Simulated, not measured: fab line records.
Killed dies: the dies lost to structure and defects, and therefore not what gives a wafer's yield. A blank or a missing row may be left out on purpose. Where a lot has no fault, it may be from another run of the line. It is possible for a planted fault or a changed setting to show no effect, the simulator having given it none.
Which tool was responsible? -- flow n5 finfet -- Sampling: 10 lots, 27 wafers, 4 of 1938 route steps

WHAT THE GAUGES READ, wafer by wafer
N5_BEOL_M3_OVL_MEAS_29.
lot,measured,on,V2_OVL (nm)
L679,day 7 14:05,overlay-01,-2.2 -0.2 -0.4
L681,day 7 23:26,overlay-02,0.1 0.3 0.5
L684,day 8 13:05,overlay-02,-0.3 0.0
L685,day 8 15:37,overlay-02,0.3 0.2
L683,day 8 22:50,overlay-02,-0.8 -1.4
L686,day 9 11:51,overlay-02,-1.2 -0.8 -0.7
L694,day 11 08:41,overlay-02,-0.3 -1.4 -0.7
L697,day 12 05:47,overlay-02,2.8 3.0 2.4
L698,day 12 21:50,overlay-01,2.2 2.9 2.5
L699,day 12 23:28,overlay-02,0.1 0.3 0.0

WHICH TOOL RAN EACH LOT (tool, then ch and the chambers of the sampled wafers, then the start)
lot,N5_BEOL_M3_HM_DEP_02,N5_BEOL_M3_ETCH_74,N5_BEOL_M3_EXPOSE_25
L679,"pvd sputter-03, day 7 12:47","rie diel-06 ch 0,3, day 7 13:19","euv scanner-01 ch 0, day 7 13:55"
L681,"pvd sputter-01, day 7 22:07","rie diel-03 ch 1,2,3, day 7 22:41","euv scanner-02 ch 0, day 7 23:16"
L684,"pvd sputter-03, day 8 11:47","rie diel-05 ch 0,2, day 8 12:20","euv scanner-01 ch 0, day 8 12:54"
L685,"pvd sputter-02, day 8 14:10","rie diel-03 ch 0,3, day 8 14:51","euv scanner-01 ch 0, day 8 15:26"
L683,"pvd sputter-02, day 8 21:19","rie diel-03 ch 0,3, day 8 22:05","euv scanner-01 ch 0, day 8 22:40"
L686,"pvd sputter-02, day 9 10:25","rie diel-06 ch 0,1,3, day 9 10:57","euv scanner-01 ch 0, day 9 11:41"
L694,"pvd sputter-03, day 11 07:16","rie diel-03 ch 0,1,2, day 11 07:49","euv scanner-01 ch 0, day 11 08:31"
L697,"pvd sputter-02, day 12 04:19","rie diel-03 ch 0,1,3, day 12 04:52","euv scanner-01 ch 0, day 12 05:37"
L698,"pvd sputter-02, day 12 20:33","rie diel-03 ch 1,3, day 12 21:06","euv scanner-01 ch 0, day 12 21:40"
L699,"pvd sputter-02, day 12 22:02","rie diel-03 ch 0,1,3, day 12 22:35","euv scanner-02 ch 0, day 12 23:18"
- N5_BEOL_M3_HM_DEP_02: deposits TiN, target thk 20 nm.
- N5_BEOL_M3_ETCH_74: etches underlayer in N2/H2, target depth 6.5 nm, time 5.2 s.
- N5_BEOL_M3_EXPOSE_25: exposes mask V2, defocus 5 nm.

THE ANSWER, worked out from the rows above alone
Rule: the usual values come from the lots themselves. The widest of any qualifying gaps counts: lots, ordered by their means at a reading, are off when they make up no more than a third of the lots, leave a main group of 4 or more, and stand apart from it by 3 or more times the standard deviation of that group's means. A main group is skipped when, at the precision printed for the reading in the tables above, its means are all equal. A lot without any number at a reading at which 4 lots or more have one is off too. Where the step has rows for the other lots, those lots are counted as sound.
Off: L697, L698, seen at N5_BEOL_M3_OVL_MEAS_29 (V2_OVL). Main group: mean -0.4 nm, sd 0.55.
A tool fits if, at a process step before that reading, it ran every lot that is off, and no sound lot after the first of them. Gauges at N5_BEOL_M3_OVL_MEAS_29: tried the same way as those tools. One candidate fits, namely euv scanner-01 at N5_BEOL_M3_EXPOSE_25. A fault onset in the window from L694 (day 11 08:31, its last sound lot) to L697 (day 12 05:37, its first lot off) fits.

WHAT THE SIMULATOR HAD PUT IN
Scanner matching overlay: euv scanner-01, from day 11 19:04 on, at N5_BEOL_M3_EXPOSE_25. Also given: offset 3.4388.
Struck lots among those shown: L697, L698. This agrees with what the rule above found.
